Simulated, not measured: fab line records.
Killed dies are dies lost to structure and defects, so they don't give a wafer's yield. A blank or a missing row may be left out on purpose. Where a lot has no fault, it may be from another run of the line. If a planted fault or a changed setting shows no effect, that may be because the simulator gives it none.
Matching of chambers    flow nand harc    rie diel-09 running NHARC_A_STAIRCASE_ETCH_169: 4 sister chambers
The step etches the open film in CH3F/O2, target depth 50 nm, time 107.1 s. 18 wafers are shown with their chamber, then 9 later ones without.

## WAFERS, EACH WITH ITS CHAMBER
wafer   chamber  showerhead plenum p Torr (Torr)  drypump motor current A (A)  rf vpp V (V)
L074.1  1        2.61                             5.8                          244.5
L074.3  0        2.36                             5.2                          243.5
L074.5  3        2.31                             6.4                          242.6
L080.1  0        2.35                             5.2                          243.0
L080.4  1        2.61                             5.8                          245.7
L080.5  2        2.63                             5.2                          246.1
L079.3  1        2.60                             5.8                          245.9
L079.5  0        2.35                             5.2                          243.4
L079.6  3        2.30                             6.4                          242.7
L081.2  3        2.30                             6.4                          241.8
L081.3  2        2.62                             5.3                          246.4
L081.6  3        2.30                             6.4                          243.7
L083.1  2        2.62                             5.2                          246.6
L083.3  1        2.60                             5.7                          245.7
L083.5  3        2.29                             6.4                          242.0
L084.1  0        2.34                             5.2                          242.6
L084.3  2        2.62                             5.2                          246.5
L084.5  1        2.60                             5.8                          245.5

SIGNATURES (averages over the wafers above)
reading                   chamber 0  chamber 1  chamber 2  chamber 3  scatter within a chamber
showerhead plenum p Torr  2.3500     2.6040     2.6225     2.3000     0.00652
drypump motor current A   5.200      5.780      5.225      6.400      0.0333
rf vpp V                  243.125    245.460    246.400    242.560    0.541
Rule: a wafer's distance from a chamber is the root of the sum, over the readings, of the square of ((its reading less the chamber's mean) divided by the reading's scatter). The wafer belongs to the nearest chamber; if the next one is less than 2 further off, it can't be placed. How the scatter is found: for the shown wafers, subtract from each reading the mean of its chamber, square and add these, divide the total by (wafers less chambers), then take the root.

## WAFERS WHOSE CHAMBER IS MISSING
wafer   showerhead plenum p Torr (Torr)  drypump motor current A (A)  rf vpp V (V)
L086.1  2.59                             5.8                          245.9
L086.3  2.29                             6.4                          242.4
L086.4  2.62                             5.2                          245.9
L088.1  2.34                             5.2                          242.9
L088.3  2.59                             5.8                          246.8
L088.5  2.34                             5.2                          244.1
L095.1  2.28                             6.4                          242.3
L095.3  2.58                             5.8                          245.5
L095.5  2.33                             5.2                          244.4

## WHICH CHAMBER EACH ONE RAN IN
wafer   from the rows above  in truth
L086.1  1                    1
L086.3  3                    3
L086.4  2                    2
L088.1  0                    0
L088.3  1                    1
L088.5  0                    0
L095.1  3                    3
L095.3  1                    1
L095.5  0                    0
Placed correctly: 9 of 9. Can't be placed from these rows: 0. Number placed wrongly: 0.
